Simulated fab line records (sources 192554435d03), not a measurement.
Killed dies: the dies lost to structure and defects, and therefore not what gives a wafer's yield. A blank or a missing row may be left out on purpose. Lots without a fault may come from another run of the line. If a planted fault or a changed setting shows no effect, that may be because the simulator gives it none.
Chamber matching | flow n5_finfet | rie_diel-04 running N5_FIN_CUT_ETCH_21: 4 sister chambers
The step etches SOC in N2/H2, target depth 219 nm, overetch 43.8 nm, time 523.5 s. 4 wafers are shown with their chamber, then 7 later ones without.

## WAFERS, EACH WITH ITS CHAMBER
wafer  | chamber | throttle_valve_pct (%)
L084.1 | 0       | 17.41
L084.3 | 2       | 18.17
L088.1 | 1       | 17.60
L088.3 | 3       | 18.12

## WAFERS WITHOUT THEIR CHAMBER
wafer  | throttle_valve_pct (%)
L088.6 | 17.61
L091.1 | 17.43
L091.5 | 17.43
L091.6 | 18.10
L094.2 | 18.18
L094.4 | 17.63
L094.6 | 17.43

## WHICH CHAMBER EACH WENT THROUGH
wafer  | from the rows above | in truth
L088.6 | 1                   | 1
L091.1 | 0                   | 0
L091.5 | 0                   | 0
L091.6 | 3                   | 3
L094.2 | 2                   | 2
L094.4 | 1                   | 1
L094.6 | 0                   | 0
Correctly placed: 7 of 7. Can't be placed from these rows: 0. Placed wrongly: 0.
How it was worked out, from the rows above alone: a wafer's distance from a chamber is the root of the sum, over the readings, of the square of ((its reading less the chamber's mean) divided by the reading's scatter). If the next closest chamber is less than 2 further off than the closest, the wafer can't be placed; otherwise it belongs to the closest. The mean given for a chamber averages the wafers shown for that chamber. The scatter (one wafer shown for each chamber): square how far every hidden wafer sits from the nearest shown wafer, average those squares and take the square root.
